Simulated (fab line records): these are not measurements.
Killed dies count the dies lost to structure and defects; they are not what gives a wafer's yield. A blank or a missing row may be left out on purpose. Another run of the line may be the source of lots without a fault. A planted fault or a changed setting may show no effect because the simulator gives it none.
fab line records || flow n5-finfet
[record] {"lots": 4, "wafers": 12, "last-day": 16}
route steps=1938 shown FIN_SAQP@142 FIN_CUT@154 PASSIVATION@1936
lots that met no fault: from a run of the same line without faults
start-h: hours from the record's first day to the start of the lot's first wafer shown || wait-h: hours from the lot's prior step to this one || " the same as in the row above || L1.1+2: a row that stands for several wafers || - either no value or no given start || * or withheld: withheld || < > ~ a bound
route shown NAME@n: NAME is a module with steps in the file, n the number in the route of the first one || usual: average and standard deviation across the fault-free wafers || same: alike in all rows || chamber/n: place in a boat || sites: each site's reading || _std_site: standard deviation of those values || _edge_site: mean of outer sites minus mean of inner sites || radius-mm: how far each site lies from the wafer's centre || mask NAME#n: copy n || behind: tool/chamber where the wafer was last shaped || hold: cause of the lot's hold/its duration in hours/its outcome || device: the n, p or np transistor that did not switch || end of line: tests run on the same wafers once the route is complete || a step with no rows: only its recipe || killed: count of dies lost to structure and defects at first sort (not the wafer's yield) || map: per-die view of a wafer (x killed, . not killed, _ where there is no die)
set.NAME: setting as actually run; set.NAME@STEP: the setting as run at that earlier step || model.NAME: the simulator's own value behind a step, which no gauge read
lots at some steps of the route; a table a step, a row a wafer
services: a tool's chamber out of use, with start hour (start-h, from the record's first day; less than 0 if before it), hours out, and reason
[[steps]]
[step N5_FIN_SAQP_HM_OPEN_33]
[recipe] {"chemistry": "CH3F/O2", "target": "SiNx", "mask-material": "SiO2", "target-depth-a": 494, "time-s": 70.6, "pressure-mtorr": 30, "source-w": 395, "bias-w": 73, "Ar_flow_sccm": 150, "CH3F_flow_sccm": 30, "O2_flow_sccm": 20, "ion-energy-ev": 120, "ends": "cleared"}
[step N5_FIN_SAQP_ETCH_34]
[recipe] {"chemistry": "C4F6/O2", "target": "SiO2", "target-depth-a": 450, "time-s": 15, "ion-energy-ev": 250, "pressure-mtorr": 30, "source-w": 345, "bias-w": 185, "Ar_flow_sccm": 300, "C4F6_flow_sccm": 10, "O2_flow_sccm": 10, "ends": "cleared"}
[step N5_FIN_SAQP_STRIP_77]
[recipe] {"chemistry": "N2/H2", "time-s": 90, "power-w": 100, "temp-c": 40, "pressure-mtorr": 100, "rf-frequency-hz": 6e+07, "bias-power-w": 3, "n2-flow-sccm": 300, "h2-flow-sccm": 300}
[step N5_FIN_SAQP_ETCH_64]
[recipe] {"chemistry": "CF4", "target": "SiO2", "target-depth-a": 15, "ion-energy-ev": 350, "pressure-mtorr": 10, "icp-w": 800, "bias-w": 400, "cf4-flow-sccm": 80}
[step N5_FIN_SAQP_FIN_ETCH_36]
[recipe] {"chemistry": "HBr/Cl2/O2", "target-depth-a": 1200, "mask-material": "SiNx", "time-s": 50.4, "bias-w": 102, "pressure-mtorr": 10, "icp-w": 800, "HBr_flow_sccm": 150, "Cl2_flow_sccm": 80, "O2_flow_sccm": 12}
[step N5_FIN_SAQP_PRECLEAN_38]
[recipe] {"chemistry": "O3/DIW", "time-s": 45, "temp-c": 22, "o3-ppm": 10}
[step N5_FIN_SAQP_PRECLEAN_45]
[recipe] {"chemistry": "dHF", "time-s": 10, "dilution": "500:1", "temp-c": 25}
[step N5_FIN_SAQP_SRD_39]
[recipe] {"dry": "ipa-marangoni", "time-s": 30, "temp-c": 23, "rinse-liquid": "diw"}
[step N5_FIN_CUT_COAT_18]
[recipe] {"resist": "SOC", "temp-c": 250, "time-s": 60, "spin-rpm": 1500, "resist-thk-nm": 230}
[usual] {"resist-line-temp-C": "23.02/0.11", "spin-speed-rpm": "1500.2/1.1"}
{"lot.wafer": "L295.1", "tool": "litho-track-03", "chamber": 0, "start-h": 32.37, "wait-h": 0.0, "resist-line-temp-C": 23.06, "spin-speed-rpm": 1501.4, "model.SOC_of_FIN_CUT_COAT_18.thk-nm": 229.8}
{"lot.wafer": "L295.3", "tool": "litho-track-03", "chamber": 0, "start-h": 32.37, "wait-h": 0.0, "resist-line-temp-C": 22.82, "spin-speed-rpm": 1500.3, "model.SOC_of_FIN_CUT_COAT_18.thk-nm": 230.8}
{"lot.wafer": "L295.5", "tool": "litho-track-03", "chamber": 0, "start-h": 32.37, "wait-h": 0.0, "resist-line-temp-C": 22.96, "spin-speed-rpm": 1500.8, "model.SOC_of_FIN_CUT_COAT_18.thk-nm": 230.8}
{"lot.wafer": "L308.2", "tool": "litho-track-04", "chamber": 0, "start-h": 110.68, "wait-h": 0.0, "resist-line-temp-C": 22.90, "spin-speed-rpm": 1498.9, "model.SOC_of_FIN_CUT_COAT_18.thk-nm": 230.4}
{"lot.wafer": "L308.4", "tool": "litho-track-04", "chamber": 0, "start-h": 110.68, "wait-h": 0.0, "resist-line-temp-C": 22.97, "spin-speed-rpm": 1501.3, "model.SOC_of_FIN_CUT_COAT_18.thk-nm": 230.8}
{"lot.wafer": "L308.5", "tool": "litho-track-04", "chamber": 0, "start-h": 110.68, "wait-h": 0.0, "resist-line-temp-C": 22.84, "spin-speed-rpm": 1501.5, "model.SOC_of_FIN_CUT_COAT_18.thk-nm": 230.6}
{"lot.wafer": "L309.1", "tool": "litho-track-03", "chamber": 0, "start-h": 117.97, "wait-h": 0.0, "resist-line-temp-C": 23.00, "spin-speed-rpm": 1631.1, "model.SOC_of_FIN_CUT_COAT_18.thk-nm": 221.6}
{"lot.wafer": "L309.3", "tool": "litho-track-03", "chamber": 0, "start-h": 117.97, "wait-h": 0.0, "resist-line-temp-C": 23.00, "spin-speed-rpm": 1631.7, "model.SOC_of_FIN_CUT_COAT_18.thk-nm": 222}
{"lot.wafer": "L309.4", "tool": "litho-track-03", "chamber": 0, "start-h": 117.97, "wait-h": 0.0, "resist-line-temp-C": 23.21, "spin-speed-rpm": 1631.6, "model.SOC_of_FIN_CUT_COAT_18.thk-nm": 222.2}
{"lot.wafer": "L312.1", "tool": "litho-track-03", "chamber": 0, "start-h": 136.44, "wait-h": 0.0, "resist-line-temp-C": 23.01, "spin-speed-rpm": 1630.0, "model.SOC_of_FIN_CUT_COAT_18.thk-nm": 219.6}
{"lot.wafer": "L312.4", "tool": "litho-track-03", "chamber": 0, "start-h": 136.44, "wait-h": 0.0, "resist-line-temp-C": 23.12, "spin-speed-rpm": 1631.9, "model.SOC_of_FIN_CUT_COAT_18.thk-nm": 221.4}
{"lot.wafer": "L312.6", "tool": "litho-track-03", "chamber": 0, "start-h": 136.44, "wait-h": 0.0, "resist-line-temp-C": 22.93, "spin-speed-rpm": 1630.6, "model.SOC_of_FIN_CUT_COAT_18.thk-nm": 219.8}
[step N5_FIN_CUT_COAT_19]
[recipe] {"resist": "SiARC", "temp-c": 220, "time-s": 60, "spin-rpm": 1500, "resist-thk-nm": 20}
[step N5_FIN_CUT_COAT_29]
[recipe] {"resist": "underlayer", "temp-c": 205, "time-s": 60, "spin-rpm": 1500, "resist-thk-nm": 10}
[step N5_FIN_CUT_COAT_02]
[recipe] {"resist": "CAR-EUV", "spin-rpm": 1500, "resist-thk-nm": 30}
[step N5_FIN_CUT_EBR_04]
[recipe] {"solvent": "PGMEA", "ebr-width-mm": 1.5}
[step N5_FIN_CUT_SOFTBAKE_03]
[recipe] {"temp-c": 110, "time-s": 60, "resist": "CAR-EUV"}
[step N5_FIN_CUT_EXPOSE_05]
[recipe] {"mask-id": "FIN_CUT", "na": 0.33, "source-shape": "annular", "sigma-inner": 0.35, "sigma-outer": 0.8, "polarization": "unpolarized", "dose-mj": 45.75}
[step N5_FIN_CUT_PEB_06]
[recipe] {"peb-temp-c": 100, "peb-time-s": 60, "resist": "CAR-EUV"}
[step N5_FIN_CUT_DEVELOP_07]
[recipe] {"develop-time-s": 30, "developer": "TMAH", "resist": "CAR-EUV", "rinse-liquid": "surfactant-rinse", "dry": "air-spin", "dev-temp-c": 23}
[step N5_FIN_CUT_DESCUM_13]
[recipe] {"chemistry": "O2", "time-s": 7, "source-power-w": 50, "bias-power-w": 20, "pressure-mtorr": 20, "rf-frequency-hz": 2.712e+07, "temp-c": 40, "resist": "CAR-EUV", "o2-flow-sccm": 225}
[step N5_FIN_CUT_ETCH_30]
[recipe] {"chemistry": "N2/H2", "target": "underlayer", "target-depth-a": 130, "mask-material": "CAR-EUV", "time-s": 10.4, "ion-energy-ev": 200, "pressure-mtorr": 30, "source-w": 840, "bias-w": 150, "n2-flow-sccm": 200, "h2-flow-sccm": 200, "ends": "cleared"}
[step N5_FIN_CUT_ETCH_20]
[recipe] {"chemistry": "CF4", "target": "SiARC", "target-depth-a": 260, "mask-material": "CAR-EUV", "time-s": 43.3, "ion-energy-ev": 80, "pressure-mtorr": 40, "source-w": 545, "bias-w": 36, "Ar_flow_sccm": 100, "cf4-flow-sccm": 100, "ends": "cleared"}
[step N5_FIN_CUT_ETCH_21]
[recipe] {"chemistry": "N2/H2", "target": "SOC", "target-depth-a": 2190, "overetch-a": 438, "mask-material": "SiARC", "temp-c": 40, "ion-energy-ev": 100, "bias-w": 61, "time-s": 523.5, "pressure-mtorr": 30, "source-w": 850, "n2-flow-sccm": 200, "h2-flow-sccm": 200}
[usual] {"drypump-motor-current-A": "5.90/0.26", "oes-product-au": "0.71/0.06", "rf-vpp-V": "241.0/1.2", "showerhead-plenum-p-Torr": "2.56/0.075", "throttle-valve-pct": "17.74/0.24"}
{"lot.wafer": "L295.1", "tool": "rie-diel-06", "chamber": 2, "start-h": 32.98, "wait-h": 0.0, "drypump-motor-current-A": 6.06, "oes-product-au": 0.68, "rf-hours-counter-h": 159, "rf-vpp-V": 240.8, "showerhead-plenum-p-Torr": 2.50, "throttle-valve-pct": 17.49, "model.etch.depth-nm": 229.7}
{"lot.wafer": "L295.3", "tool": "rie-diel-06", "chamber": 1, "start-h": 32.98, "wait-h": 0.0, "drypump-motor-current-A": 6.50, "oes-product-au": 0.86, "rf-hours-counter-h": 12, "rf-vpp-V": 241.7, "showerhead-plenum-p-Torr": 2.58, "throttle-valve-pct": 17.26, "model.etch.depth-nm": 230.8}
{"lot.wafer": "L295.5", "tool": "rie-diel-06", "chamber": 1, "start-h": 32.98, "wait-h": 0.0, "drypump-motor-current-A": 6.52, "oes-product-au": 0.87, "rf-hours-counter-h": "-", "rf-vpp-V": 241.8, "showerhead-plenum-p-Torr": 2.58, "throttle-valve-pct": 17.27, "model.etch.depth-nm": 230.7}
{"lot.wafer": "L308.2", "tool": "rie-diel-03", "chamber": 0, "start-h": 111.16, "wait-h": 0.0, "drypump-motor-current-A": 5.72, "oes-product-au": 0.71, "rf-hours-counter-h": 146, "rf-vpp-V": 240.0, "showerhead-plenum-p-Torr": 2.43, "throttle-valve-pct": 17.72, "model.etch.depth-nm": 230.5}
{"lot.wafer": "L308.4", "tool": "rie-diel-03", "chamber": 1, "start-h": 111.16, "wait-h": 0.0, "drypump-motor-current-A": 5.45, "oes-product-au": 0.66, "rf-hours-counter-h": 186, "rf-vpp-V": 240.1, "showerhead-plenum-p-Torr": 2.52, "throttle-valve-pct": 18.09, "model.etch.depth-nm": 230.8}
{"lot.wafer": "L308.5", "tool": "rie-diel-03", "chamber": 2, "start-h": 111.16, "wait-h": 0.0, "drypump-motor-current-A": 6.01, "oes-product-au": 0.75, "rf-hours-counter-h": "-", "rf-vpp-V": 242.1, "showerhead-plenum-p-Torr": 2.59, "throttle-valve-pct": 17.85, "model.etch.depth-nm": 230.7}
{"lot.wafer": "L309.1", "tool": "rie-diel-03", "chamber": 1, "start-h": 118.58, "wait-h": 0.0, "drypump-motor-current-A": 5.47, "oes-product-au": 0.65, "rf-hours-counter-h": 188, "rf-vpp-V": 240.6, "showerhead-plenum-p-Torr": 2.52, "throttle-valve-pct": 18.07, "model.etch.depth-nm": 221.7}
{"lot.wafer": "L309.3", "tool": "rie-diel-03", "chamber": 3, "start-h": 118.58, "wait-h": 0.0, "drypump-motor-current-A": 5.84, "oes-product-au": 0.65, "rf-hours-counter-h": 206, "rf-vpp-V": 242.3, "showerhead-plenum-p-Torr": 2.63, "throttle-valve-pct": 17.70, "model.etch.depth-nm": 222.1}
{"lot.wafer": "L309.4", "tool": "rie-diel-03", "chamber": 2, "start-h": 118.58, "wait-h": 0.0, "drypump-motor-current-A": 6.04, "oes-product-au": 0.73, "rf-hours-counter-h": 69, "rf-vpp-V": 241.0, "showerhead-plenum-p-Torr": 2.59, "throttle-valve-pct": 17.84, "model.etch.depth-nm": 222.2}
{"lot.wafer": "L312.1", "tool": "rie-diel-06", "chamber": 2, "start-h": 136.92, "wait-h": 0.0, "drypump-motor-current-A": 6.07, "oes-product-au": 0.64, "rf-hours-counter-h": 186, "rf-vpp-V": 240.7, "showerhead-plenum-p-Torr": 2.49, "throttle-valve-pct": 17.52, "model.etch.depth-nm": 219.6}
{"lot.wafer": "L312.4", "tool": "rie-diel-06", "chamber": 3, "start-h": 136.92, "wait-h": 0.0, "drypump-motor-current-A": 5.80, "oes-product-au": 0.65, "rf-hours-counter-h": 202, "rf-vpp-V": 241.1, "showerhead-plenum-p-Torr": 2.52, "throttle-valve-pct": 18.02, "model.etch.depth-nm": 221.4}
{"lot.wafer": "L312.6", "tool": "rie-diel-06", "chamber": 3, "start-h": 136.92, "wait-h": 0.0, "drypump-motor-current-A": 5.80, "oes-product-au": 0.65, "rf-hours-counter-h": "-", "rf-vpp-V": 239.1, "showerhead-plenum-p-Torr": 2.52, "throttle-valve-pct": 18.03, "model.etch.depth-nm": 219.9}
[step N5_FIN_CUT_STRIP_23]
[recipe] {"chemistry": "N2/H2", "temp-c": 40, "n2-flow-sccm": 200, "h2-flow-sccm": 200, "rf-frequency-hz": 6e+07}
[step N5_FIN_CUT_STRIP_31]
[recipe] {"chemistry": "N2/H2", "temp-c": 40, "n2-flow-sccm": 200, "h2-flow-sccm": 200, "rf-frequency-hz": 6e+07}
[step N5_FIN_CUT_STRIP_24]
[recipe] {"chemistry": "CF4", "resist": "SiARC", "power-w": 300, "bias-power-w": 75, "pressure-mtorr": 50, "cf4-flow-sccm": 150, "rf-frequency-hz": 6e+07}
[step N5_FIN_CUT_CUT_ETCH_26]
[recipe] {"chemistry": "CH3F/O2", "target": "SiNx", "target-depth-a": 390, "mask-material": "SOC", "time-s": 55.7, "pressure-mtorr": 30, "source-w": 395, "bias-w": 73, "Ar_flow_sccm": 150, "CH3F_flow_sccm": 30, "O2_flow_sccm": 20, "ion-energy-ev": 120}
[step N5_FIN_CUT_CUT_ETCH_27]
[recipe] {"chemistry": "CHF3/O2", "target": "SiO2", "target-depth-a": 40, "mask-material": "SOC", "overetch-a": 20, "time-s": 4.9, "pressure-mtorr": 30, "source-w": 650, "bias-w": 170, "Ar_flow_sccm": 200, "CHF3_flow_sccm": 50, "O2_flow_sccm": 5, "ion-energy-ev": 200}
[step N5_FIN_CUT_PRECLEAN_35]
[recipe] {"time-s": 13.3, "temp-c": 45, "pressure-torr": 125, "p-hf-torr": 3, "p-coreactant-torr": 25, "chemistry": "vHF"}
[step N5_FIN_CUT_CUT_ETCH_15]
[recipe] {"chemistry": "HBr/Cl2/O2", "target": "Si", "target-depth-a": 1000, "bt-time-s": 10, "mask-material": "SOC", "time-s": 42.4, "ion-energy-ev": "*", "bias-w": "*", "pressure-mtorr": 10, "icp-w": 800, "HBr_flow_sccm": 150, "Cl2_flow_sccm": 80, "O2_flow_sccm": 12}
[step N5_FIN_CUT_CUT_ETCH_28]
[recipe] {"chemistry": "HBr/Cl2/O2", "target": "Si", "target-depth-a": 60, "mask-material": "SOC", "time-s": 2.4, "ion-energy-ev": "*", "bias-w": "*", "pressure-mtorr": 10, "icp-w": 800, "HBr_flow_sccm": 150, "Cl2_flow_sccm": 80, "O2_flow_sccm": 12}
[usual] {"drypump-motor-current-A": "5.7/0.4", "oes_o_777_au": "0.97/0.064", "oes-product-au": "0.992/0.017", "throttle-valve-pct": "37.2/0.46"}
{"lot.wafer": "L295.1", "tool": "rie-si-02", "chamber": 3, "start-h": 33.58, "wait-h": 0.0, "drypump-motor-current-A": 5.2, "oes_o_777_au": 0.93, "oes-product-au": 0.994, "rf-hours-counter-h": 76, "throttle-valve-pct": 38.0, "model.SOC_of_FIN_CUT_COAT_18.thk-nm": 168.8}
{"lot.wafer": "L295.3", "tool": "rie-si-02", "chamber": 2, "start-h": 33.58, "wait-h": 0.0, "drypump-motor-current-A": 5.6, "oes_o_777_au": 0.95, "oes-product-au": 0.971, "rf-hours-counter-h": 126, "throttle-valve-pct": 37.1, "model.SOC_of_FIN_CUT_COAT_18.thk-nm": 170.8}
{"lot.wafer": "L295.5", "tool": "rie-si-02", "chamber": 2, "start-h": 33.58, "wait-h": 0.0, "drypump-motor-current-A": 5.7, "oes_o_777_au": 0.94, "oes-product-au": 0.965, "rf-hours-counter-h": "-", "throttle-valve-pct": 37.1, "model.SOC_of_FIN_CUT_COAT_18.thk-nm": 170.8}
{"lot.wafer": "L308.2", "tool": "rie-si-02", "chamber": 0, "start-h": 111.75, "wait-h": 0.0, "drypump-motor-current-A": 5.8, "oes_o_777_au": 1.10, "oes-product-au": 1.001, "rf-hours-counter-h": 128, "throttle-valve-pct": 36.9, "model.SOC_of_FIN_CUT_COAT_18.thk-nm": 167.2}
{"lot.wafer": "L308.4", "tool": "rie-si-02", "chamber": 3, "start-h": 111.75, "wait-h": 0.0, "drypump-motor-current-A": 5.2, "oes_o_777_au": 0.94, "oes-product-au": 1.007, "rf-hours-counter-h": 77, "throttle-valve-pct": 38.0, "model.SOC_of_FIN_CUT_COAT_18.thk-nm": 170}
{"lot.wafer": "L308.5", "tool": "rie-si-02", "chamber": 0, "start-h": 111.75, "wait-h": 0.0, "drypump-motor-current-A": 5.8, "oes_o_777_au": 1.09, "oes-product-au": 0.995, "rf-hours-counter-h": "-", "throttle-valve-pct": 36.9, "model.SOC_of_FIN_CUT_COAT_18.thk-nm": 168}
{"lot.wafer": "L309.1", "tool": "rie-si-02", "chamber": 0, "start-h": 119.17, "wait-h": 0.0, "drypump-motor-current-A": 5.8, "oes_o_777_au": 1.09, "oes-product-au": 0.998, "rf-hours-counter-h": 128, "throttle-valve-pct": 36.9, "model.SOC_of_FIN_CUT_COAT_18.thk-nm": 159.6}
{"lot.wafer": "L309.3", "tool": "rie-si-02", "chamber": 3, "start-h": 119.17, "wait-h": 0.0, "drypump-motor-current-A": 5.2, "oes_o_777_au": 0.94, "oes-product-au": 1.006, "rf-hours-counter-h": 77, "throttle-valve-pct": 38.0, "model.SOC_of_FIN_CUT_COAT_18.thk-nm": 162}
{"lot.wafer": "L309.4", "tool": "rie-si-02", "chamber": 2, "start-h": 119.17, "wait-h": 0.0, "drypump-motor-current-A": 5.6, "oes_o_777_au": 0.94, "oes-product-au": 0.979, "rf-hours-counter-h": 127, "throttle-valve-pct": 37.1, "model.SOC_of_FIN_CUT_COAT_18.thk-nm": 160.8}
{"lot.wafer": "L312.1", "tool": "rie-si-02", "chamber": 3, "start-h": 137.51, "wait-h": 0.0, "drypump-motor-current-A": 5.2, "oes_o_777_au": 0.95, "oes-product-au": 1.000, "rf-hours-counter-h": 78, "throttle-valve-pct": 38.0, "model.SOC_of_FIN_CUT_COAT_18.thk-nm": 158.8}
{"lot.wafer": "L312.4", "tool": "rie-si-02", "chamber": 0, "start-h": 137.51, "wait-h": 0.0, "drypump-motor-current-A": 5.8, "oes_o_777_au": 1.10, "oes-product-au": 0.991, "rf-hours-counter-h": 129, "throttle-valve-pct": 37.0, "model.SOC_of_FIN_CUT_COAT_18.thk-nm": 160.4}
{"lot.wafer": "L312.6", "tool": "rie-si-02", "chamber": 0, "start-h": 137.51, "wait-h": 0.0, "drypump-motor-current-A": 5.8, "oes_o_777_au": 1.10, "oes-product-au": 0.996, "rf-hours-counter-h": "-", "throttle-valve-pct": 36.9, "model.SOC_of_FIN_CUT_COAT_18.thk-nm": 158.4}
[step N5_FIN_CUT_STRIP_22]
[recipe] {"chemistry": "N2/H2", "power-w": 500, "temp-c": 40, "pressure-mtorr": 50, "rf-frequency-hz": 6e+07, "overash-fraction": 0.3, "bias-power-w": 8, "h2-frac": 0.5, "n2-flow-sccm": 300, "h2-flow-sccm": 300}
[step N5_PASSIVATION_PROBE_49]
[usual] {"killed_at_M0_to_M3": "35/11", "killed_at_M4_up": "13/5.7", "killed-at-contacts": "12/5.7", "killed-at-front-end": "40/11", "killed-at-other": "4/4.4", "killed-dies": "105/18", "killed-open": "68/14", "killed-short": "34/7.4"}
[same] {"gross-dies": 1180, "killed-at-back-side": 0}
{"lot.wafer": "L312.4", "tool": "prober-01", "chamber": "-", "start-h": 383.25, "wait-h": 0.2, "killed_at_M0_to_M3": 24, "killed_at_M4_up": 17, "killed-at-contacts": 8, "killed-at-front-end": 66, "killed-at-other": 0, "killed-dies": 115, "killed-open": 79, "killed-short": 34}
{"lot.wafer": "L312.6", "tool": "prober-01", "chamber": "-", "start-h": 383.35, "wait-h": 0.3, "killed_at_M0_to_M3": 18, "killed_at_M4_up": 15, "killed-at-contacts": 12, "killed-at-front-end": 35, "killed-at-other": 2, "killed-dies": 82, "killed-open": 52, "killed-short": 30}
// killed by level:class
L312.4 FIN_SAQP:geometric-particle:open=33 FIN_SAQP:geometric-particle:short=14 MOL_CONTACT_COAG:geometric-particle:open=7 BEOL_M4:geometric-particle:open=7 BEOL_M1:geometric-particle:open=6 BEOL_M0_SAQP:geometric-particle:short=5 BEOL_M2:geometric-particle:open=5 BEOL_M0_SAQP:geometric-particle:open=4
L312.6 FIN_SAQP:geometric-particle:open=9 MOL_CONTACT_COAG:geometric-particle:open=8 FIN_SAQP:geometric-particle:short=7 GATE_CUT:geometric-particle:short=5 BEOL_M0_SAQP:geometric-particle:open=5 BEOL_M2:geometric-particle:open=5 BEOL_M4:geometric-particle:open=5 MOL_CONTACT_COAG:geometric-particle:short=4
[[services]]
{"tool": "rie-diel-06", "chamber": 3, "start-h": 11.08, "hours": 7.0, "kind": "repair"}
{"tool": "rie-diel-03", "chamber": 0, "start-h": 47.69, "hours": 2.1, "kind": "repair"}
{"tool": "rie-diel-06", "chamber": 2, "start-h": 58.47, "hours": 8.6, "kind": "repair"}
[[key]]
[first-sign] {"step": "N5_FIN_CUT_COAT_18", "reading": "spin-speed-rpm", "direction": "up", "sigmas": "99+", "usual": "*", "struck": "*"}
effect none on later readings
[model-effect] {"step": "N5_FIN_CUT_COAT_18", "value": "SOC_of_FIN_CUT_COAT_18.thk-nm", "without": 230.6, "struck": 221.1}
[model-effect] {"step": "N5_FIN_CUT_ETCH_21", "value": "etch.depth-nm", "without": 230.6, "struck": 221.1}
[model-effect] {"step": "N5_FIN_CUT_CUT_ETCH_28", "value": "SOC_of_FIN_CUT_COAT_18.thk-nm", "without": 169.5, "struck": 160}
met-at N5_FIN_CUT_COAT_18
struck-wafers L309.1,L309.3,L309.4,L312.1,L312.4,L312.6
tester-left-out L309,L312
onset-between 32.37 117.97
[fault] {"kind": "process-parameter-drift", "tool": "litho-track-03", "chamber": "-", "onset-h": 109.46, "steps": "N5_FIN_CUT_COAT_18", "channel": "spin-rpm", "offset": "*", "shape": "step", "end-h": 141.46, "acts-in": "*", "stated": "*"}
// tester-left-out: of these lots the tester's yield and bins aren't shown, on N5 and GAA mostly nor the transistor test; their killed dies are dies lost to structure and defects alone, not to doping, threshold or leakage, so they don't give the yield
